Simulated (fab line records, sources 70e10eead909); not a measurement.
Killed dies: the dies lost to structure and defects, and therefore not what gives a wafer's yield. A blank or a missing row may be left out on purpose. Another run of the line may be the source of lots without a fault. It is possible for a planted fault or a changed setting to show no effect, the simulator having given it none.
Which tool did it? -- flow nand-harc -- Sampling: 12 lots, 36 wafers, 4 of 1302 route steps

== WHAT THE GAUGES SHOWED, per wafer ==
NHARC_A_BLC_INSPECT_28. Usual: raw-defect-count reads 525 (standard deviation 130).
lot,measured,on,raw-defect-count,flag
L629,day 23 07:23,defect-inspect-02,334 304 391,
L630,day 23 09:19,defect-inspect-01,429 704 419,
L632,day 23 15:14,defect-inspect-02,573 668 604,
L634,day 24 05:08,defect-inspect-02,479 540 545,
L633,day 24 12:08,defect-inspect-01,525 503 468,
L635,day 26 14:56,defect-inspect-01,410 536 518,
L637,day 26 15:40,defect-inspect-02,455 485 807,
L642,day 28 03:49,defect-inspect-01,507 635 487,
L647,day 30 05:44,defect-inspect-01,687 677 859,
L651,day 31 20:15,defect-inspect-01,481 429 370,
L650,day 32 03:41,defect-inspect-01,499 608 587,
L649,day 32 21:13,defect-inspect-02,422 383 531,

NHARC_A_M0_THK_MEAS_24: measures by xrf. Usual: thk-nm reads 113.6 nm (standard deviation 1.6).
lot,measured,on,thk-nm (nm),flag
L629,day 23 10:41,film-metro-01,112.2 111.1 111.5,
L630,day 23 12:46,film-metro-01,112.4 114.2 115.1,
L632,day 23 18:38,film-metro-01,114.0 113.6 114.8,
L634,day 24 08:32,film-metro-01,112.4 116.6 108.4,
L633,day 24 15:33,film-metro-02,111.6 113.1 111.6,
L635,day 26 18:25,film-metro-02,112.5 112.1 110.8,
L637,day 26 18:56,film-metro-01,114.2 111.4 111.9,
L642,day 28 07:13,film-metro-02,115.6 112.8 114.0,
L647,day 30 09:10,film-metro-02,113.8 110.8 110.8,
L651,day 31 23:40,film-metro-02,114.8 115.7 115.1,
L650,day 32 20:28,film-metro-01,113.7 113.6 112.3,
L649,day 33 00:37,film-metro-02,111.2 114.4 113.3,

== TOOL THAT RAN EACH LOT (tool first, then ch and the chambers of the sampled wafers, then the start) ==
lot,NHARC_A_M0_ECD_22,NHARC_A_M0_CMP_23
L629,"ecd-cu-02 ch 0,1, day 23 09:39","cmp-01 ch 1,2,3, day 23 10:26"
L630,"ecd-cu-02 ch 0,1, day 23 11:42","cmp-01 ch 0,1,3, day 23 12:28"
L632,"ecd-cu-02 ch 0,1, day 23 17:36","cmp-03 ch 0,1,2, day 23 18:22"
L634,"ecd-cu-01 ch 0,1, day 24 07:29","cmp-04 ch 0,2,3, day 24 08:13"
L633,"ecd-cu-02 ch 0,1, day 24 14:34","cmp-01 ch 0,2,3, day 24 15:19"
L635,"ecd-cu-01 ch 0,1, day 26 17:19","cmp-04 ch 0,1,2, day 26 18:06"
L637,"ecd-cu-02 ch 0,1, day 26 17:54","cmp-01 ch 0,2,3, day 26 18:38"
L642,"ecd-cu-01 ch 0,1, day 28 06:14","cmp-01 ch 1,3, day 28 06:56"
L647,"ecd-cu-02 ch 0,1, day 30 08:10","cmp-03 ch 0,1, day 30 08:50"
L651,"ecd-cu-01 ch 0,1, day 31 22:38","cmp-03 ch 0,1,3, day 31 23:25"
L650,"ecd-cu-02 ch 0,1, day 32 19:25","cmp-01 ch 1,2,3, day 32 20:08"
L649,"ecd-cu-02 ch 0,1, day 32 23:41","cmp-03 ch 0,1,2, day 33 00:22"
- NHARC_A_M0_ECD_22: material Cu, target thk 400 nm.
- NHARC_A_M0_CMP_23: polishes, t overpolish 20 s, target thk 113.75 nm.

== WHAT THE TOOLS THEMSELVES READ (means of the sampled wafers that have a number; where no wafer has one, the mark that the record gives instead) ==
NHARC_A_M0_ECD_22. Usual: bath-heat-duty-pct reads 6.5 % (standard deviation 0.59).
lot,tool,bath-heat-duty-pct (%),flag
L629,ecd-cu-02,6.7,
L630,ecd-cu-02,6.2,
L632,ecd-cu-02,6.3,
L634,ecd-cu-01,6.7,
L633,ecd-cu-02,6.7,
L635,ecd-cu-01,6.0,
L637,ecd-cu-02,6.7,
L642,ecd-cu-01,6.6,
L647,ecd-cu-02,6.4,
L651,ecd-cu-01,6.5,
L650,ecd-cu-02,6.1,
L649,ecd-cu-02,6.6,

NHARC_A_M0_CMP_23. Usual: motor-current-A 12.1 A, standard deviation 1.2; pad-life-wafers 206, standard deviation 91; slurry-filter-dp-kPa 13.50 kPa, standard deviation 0.13; time-to-endpoint-s 28.6 s, standard deviation 2.5.
lot,tool,motor-current-A (A),pad-life-wafers,slurry-filter-dp-kPa (kPa),time-to-endpoint-s (s),flag
L629,cmp-01,11.5,194,13.42,28.2,
L630,cmp-01,12.1,205,13.34,26.7,
L632,cmp-03,12.1,308,13.47,29.0,
L634,cmp-04,11.6,205,13.57,29.1,
L633,cmp-01,11.6,327,13.53,27.2,
L635,cmp-04,11.7,8,13.39,25.6,
L637,cmp-01,11.8,163,13.49,26.8,
L642,cmp-01,11.0,314,13.60,29.1,
L647,cmp-03,12.7,192,13.50,38.8,OFF
L651,cmp-03,12.4,290,13.38,32.1,
L650,cmp-01,11.3,271,13.52,26.6,
L649,cmp-03,11.8,32,13.57,29.3,

== THE ANSWER, worked out from the rows above alone ==
Rule: lot off if the mean of its wafers having a number is beyond 3 standard deviations from the usual mean. Also off: a lot with no number at a reading for which 4 or more lots have one. Any other lot the step has rows for is counted as sound. After the gauges, taken in route order, come the tools' own readings; for these a lot's mean is taken, as printed above. The first step at which some lot is off is used, and at that step the reading that is off furthest; a lot without a number counts as furthest.
Off, at NHARC_A_M0_CMP_23 on time-to-endpoint-s: L647.
A tool fits if, at that step or a process step before it, it ran every lot that is off, and no sound lot after the first of them. None of those tried fits.

== WHAT THE SIMULATOR HAD INSERTED ==
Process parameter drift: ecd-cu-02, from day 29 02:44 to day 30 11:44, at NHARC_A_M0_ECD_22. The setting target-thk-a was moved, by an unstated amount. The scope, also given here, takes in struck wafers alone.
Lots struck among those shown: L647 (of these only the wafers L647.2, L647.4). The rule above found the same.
